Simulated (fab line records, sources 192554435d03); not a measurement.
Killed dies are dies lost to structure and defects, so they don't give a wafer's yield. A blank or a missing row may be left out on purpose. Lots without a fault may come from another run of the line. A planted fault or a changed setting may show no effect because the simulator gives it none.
Split-lot experiment | flow n5_finfet | 7 lots, 21 wafers read, on a route of 1938 steps

THE SPLIT
At N5_BEOL_M14_EXPOSE_07 (exposes mask V13), the setting dose_mj was moved away from the recipe's 57 on 7 of the 21 wafers read, by -5.6% to +2.2%. The other wafers ran this setting at the recipe's value.

FROM THE SPLIT TO THE READING: what the file shows between them, 3 steps
- N5_BEOL_M14_PEB_08: peb time 90 s
- N5_BEOL_M14_DEVELOP_09: develop time 45 s
- N5_BEOL_M14_HARDBAKE_14: time 120 s

THE READING
cd_nm, in nm, at N5_BEOL_M14_CD_MEAS_10 (target cd 250 nm). Fault-free wafers of this fab line usually give 251.0 nm, standard deviation 2.2 nm.

wafer  | tool, chamber at the split | dose_mj as run | against the recipe | cd_nm, nm | against lot-mates on the recipe
L074.2 | krf_scanner-02, 0          | 57             | recipe             | 251.0     | -
L074.5 | krf_scanner-02, 0          | 57             | recipe             | 251.4     | -
L074.6 | krf_scanner-02, 0          | 57             | recipe             | 252.4     | -
L077.1 | krf_scanner-01, 0          | 57             | recipe             | 251.4     | -
L077.3 | krf_scanner-01, 0          | 57             | recipe             | 251.8     | -
L077.4 | krf_scanner-01, 0          | 57             | recipe             | 248.6     | -
L079.3 | krf_scanner-02, 0          | 58.23          | +2.2%              | 255.2     | -0.2
L079.5 | krf_scanner-02, 0          | 58.23          | +2.2%              | 257.4     | +2.0
L079.6 | krf_scanner-02, 0          | 57             | recipe             | 255.4     | -
L080.2 | krf_scanner-02, 0          | 53.79          | -5.6%              | 239.1     | -15.6
L080.3 | krf_scanner-02, 0          | 53.79          | -5.6%              | 239.9     | -14.8
L080.5 | krf_scanner-02, 0          | 57             | recipe             | 254.7     | -
L090.4 | krf_scanner-02, 0          | 54.03          | -5.2%              | 240.2     | -13.2
L090.5 | krf_scanner-02, 0          | 54.03          | -5.2%              | 245.9     | -7.5
L090.6 | krf_scanner-02, 0          | 57             | recipe             | 253.4     | -
L093.3 | krf_scanner-01, 0          | 57             | recipe             | 249.3     | -
L093.5 | krf_scanner-01, 0          | 57             | recipe             | 250.6     | -
L093.6 | krf_scanner-01, 0          | 57             | recipe             | 248.3     | -
L097.1 | krf_scanner-02, 0          | 54.7           | -4.0%              | 245.8     | -4.8
L097.3 | krf_scanner-02, 0          | 57             | recipe             | 251.1     | -
L097.4 | krf_scanner-02, 0          | 57             | recipe             | 250.2     | -

THE FIT
A straight line over all 21 wafers: cd_nm changes by +1.87 nm for each +1% of dose_mj; r = +0.91; the points scatter about the line by 2.1 nm.
The same after taking each lot's own level away (the mean of its wafers on the recipe; 21 wafers): +2.04 nm for each +1%; r = +0.92; scatter 2.1 nm.
On that fit, the largest move of dose_mj shifts the reading by 11 nm.
The lots' own levels span 249.40 to 255.40 nm, that is 2.7 times the standard deviation above.
So the lot-to-lot level changes the slope little: the two slopes agree.
Check: with one of the wafers moved furthest among these (-5.6%) left out of the fit, the line predicts -10.9 nm for it against its lot-mates. It came out at -15.6 nm against them.

OTHER SPLITS ON THESE WAFERS
These wafers also went through other splits before the reading. Each is held against what the fit with the lots' levels taken away leaves over:
other split on the same wafers | wafers away from the commonest value | r with cd_nm (lot level and that fit taken away)
N5_BEOL_M14_ILD_DEP_00 time_s  | 6                                    | +0.08

THE FILE'S OWN FIT
cd_nm changes by +2.02 nm for each +1% of dose_mj, r = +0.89.
